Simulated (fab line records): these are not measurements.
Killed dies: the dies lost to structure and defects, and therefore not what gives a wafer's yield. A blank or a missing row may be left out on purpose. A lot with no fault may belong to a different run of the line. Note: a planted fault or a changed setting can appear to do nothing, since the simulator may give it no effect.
Matching of chambers || flow nand-harc || NHARC_A_M1_PRE_CLEAN_32 on pecvd-01: 3 sister chambers
The step time 12 s. 6 wafers are shown with their chamber, then 7 later ones without.

== EACH WAFER AND ITS CHAMBER ==
{"wafer": "L538.4", "chamber": 2, "heater-power-w (W)": 651}
{"wafer": "L542.3", "chamber": 2, "heater-power-w (W)": 653}
{"wafer": "L545.2", "chamber": 1, "heater-power-w (W)": 687}
{"wafer": "L545.5", "chamber": 1, "heater-power-w (W)": 678}
{"wafer": "L551.2", "chamber": 0, "heater-power-w (W)": 579}
{"wafer": "L551.4", "chamber": 0, "heater-power-w (W)": 578}

== WAFERS WITH NO CHAMBER GIVEN ==
{"wafer": "L551.5", "heater-power-w (W)": 547}
{"wafer": "L553.1", "heater-power-w (W)": 648}
{"wafer": "L553.4", "heater-power-w (W)": 641}
{"wafer": "L553.6", "heater-power-w (W)": 687}
{"wafer": "L552.4", "heater-power-w (W)": 565}
{"wafer": "L552.5", "heater-power-w (W)": 761}
{"wafer": "L552.6", "heater-power-w (W)": 670}

== WHICH CHAMBER EACH ONE RAN IN ==
{"wafer": "L551.5", "from the rows above": 0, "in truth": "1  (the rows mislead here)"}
{"wafer": "L553.1", "from the rows above": 2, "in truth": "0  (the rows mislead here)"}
{"wafer": "L553.4", "from the rows above": 2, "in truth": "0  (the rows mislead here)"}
{"wafer": "L553.6", "from the rows above": 1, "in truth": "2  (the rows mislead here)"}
{"wafer": "L552.4", "from the rows above": 0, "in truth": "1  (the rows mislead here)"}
{"wafer": "L552.5", "from the rows above": 1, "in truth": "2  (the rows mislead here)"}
{"wafer": "L552.6", "from the rows above": "can't be placed: 1 or 2", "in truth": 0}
Placed correctly: 0 of 7. Cannot be placed on the basis of these rows: 1; the candidates contain the true chamber in 0. Number placed wrongly: 6.
How it was worked out, from the rows above alone: a wafer's distance from a chamber is the root of the sum, over the readings, of the square of ((its reading less the chamber's mean) divided by the reading's scatter). The wafer belongs to the nearest chamber; if the next one is less than 2 further off, it can't be placed. For every chamber, the mean is computed from those of its wafers that are shown. How the scatter is found: for the shown wafers, subtract from each reading the mean of its chamber, square and add these, divide the total by (wafers less chambers), then take the root.
